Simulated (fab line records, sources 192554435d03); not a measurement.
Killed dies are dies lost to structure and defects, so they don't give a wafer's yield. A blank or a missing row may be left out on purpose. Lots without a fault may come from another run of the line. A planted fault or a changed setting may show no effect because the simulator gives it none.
Split-lot experiment | flow n5_finfet | 7 lots, 21 wafers read, on a route of 1938 steps

THE SPLIT
At N5_BEOL_M10_VIA_ETCH_34 (etches SiCOH lowk in C4F6/O2, target depth 184.5 nm, time 69.2 s), the setting source_w was moved away from the recipe's 345 W on 9 of the 21 wafers read, by -15.6% to +16.3%. The other wafers ran this setting at the recipe's value.

The reading is taken at the split's own step.

THE READING
rf_vpp_V, in V, at N5_BEOL_M10_VIA_ETCH_34 (etches SiCOH lowk in C4F6/O2, target depth 184.5 nm, time 69.2 s). Fault-free wafers of this fab line usually give 662 V, standard deviation 15 V.

wafer  | tool, chamber at the split | source_w as run, W | against the recipe | rf_vpp_V, V | against lot-mates on the recipe
L077.4 | rie_diel-02, 0             | 345                | recipe             | 648         | -
L077.5 | rie_diel-02, 3             | 345                | recipe             | 655         | -
L077.6 | rie_diel-02, 2             | 345                | recipe             | 655         | -
L076.3 | rie_diel-03, 2             | 314.7              | -8.8%              | 701         | +43
L076.4 | rie_diel-03, 1             | 345                | recipe             | 658         | -
L076.5 | rie_diel-03, 1             | 345                | recipe             | 658         | -
L083.1 | rie_diel-02, 3             | 345                | recipe             | 653         | -
L083.5 | rie_diel-02, 2             | 345                | recipe             | 654         | -
L083.6 | rie_diel-02, 3             | 345                | recipe             | 654         | -
L085.1 | rie_diel-02, 2             | 345                | recipe             | 654         | -
L085.2 | rie_diel-02, 0             | 345                | recipe             | 649         | -
L085.4 | rie_diel-02, 2             | 291.1              | -15.6%             | 714         | +62
L088.1 | rie_diel-02, 0             | 345                | recipe             | 647         | -
L088.2 | rie_diel-02, 1             | 345                | recipe             | 669         | -
L088.3 | rie_diel-02, 2             | 310.6              | -10.0%             | 691         | +33
L090.1 | rie_diel-04, 1             | 378                | +9.6%              | 634         | no lot-mate on the recipe
L090.2 | rie_diel-04, 0             | 378                | +9.6%              | 615         | no lot-mate on the recipe
L090.3 | rie_diel-04, 2             | 378                | +9.6%              | 631         | no lot-mate on the recipe
L092.1 | rie_diel-02, 0             | 401.1              | +16.3%             | 599         | no lot-mate on the recipe
L092.2 | rie_diel-02, 3             | 401.1              | +16.3%             | 607         | no lot-mate on the recipe
L092.6 | rie_diel-02, 0             | 401.1              | +16.3%             | 599         | no lot-mate on the recipe

THE FIT
A straight line over all 21 wafers: rf_vpp_V changes by -3.48 V for each +1% of source_w; r = -0.97; the points scatter about the line by 6.9 V.
The same after taking each lot's own level away (the mean of its wafers on the recipe; 15 wafers): -4 V for each +1%; r = -0.97; scatter 5.5 V.
On that fit, the largest move of source_w shifts the reading by 65 V.
The lots' own levels span 651.5 to 658.0 V, that is 0.4 times the standard deviation above.
So the lot-to-lot level changes the slope: the two fits differ.
Check: with one of the wafers moved furthest among these (-15.6%) left out of the fit, the line predicts +62.5 V for it against its lot-mates. It came out at +62.5 V against them.
Tool readings at the split's step, against how far the setting was moved: rf_vpp_V r = -0.97.

OTHER SPLITS ON THESE WAFERS
These wafers also went through other splits before the reading. Each is held against what the fit with the lots' levels taken away leaves over:
other split on the same wafers   | wafers away from the commonest value | r with rf_vpp_V (lot level and that fit taken away)
N5_BEOL_M7_TRENCH_ETCH_37 time_s | 4                                    | -0.48
N5_BEOL_M8_COAT_22 spin_rpm      | 7                                    | +0.09
N5_BEOL_M8_DESCUM_33 time_s      | 7                                    | +0.25
N5_BEOL_M9_COAT_59 spin_rpm      | 6                                    | +0.02
N5_BEOL_M9_EXPOSE_08 dose_mj     | 8                                    | -0.04

THE FILE'S OWN FIT
rf_vpp_V changes by -3.98 V for each +1% of source_w, r = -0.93.
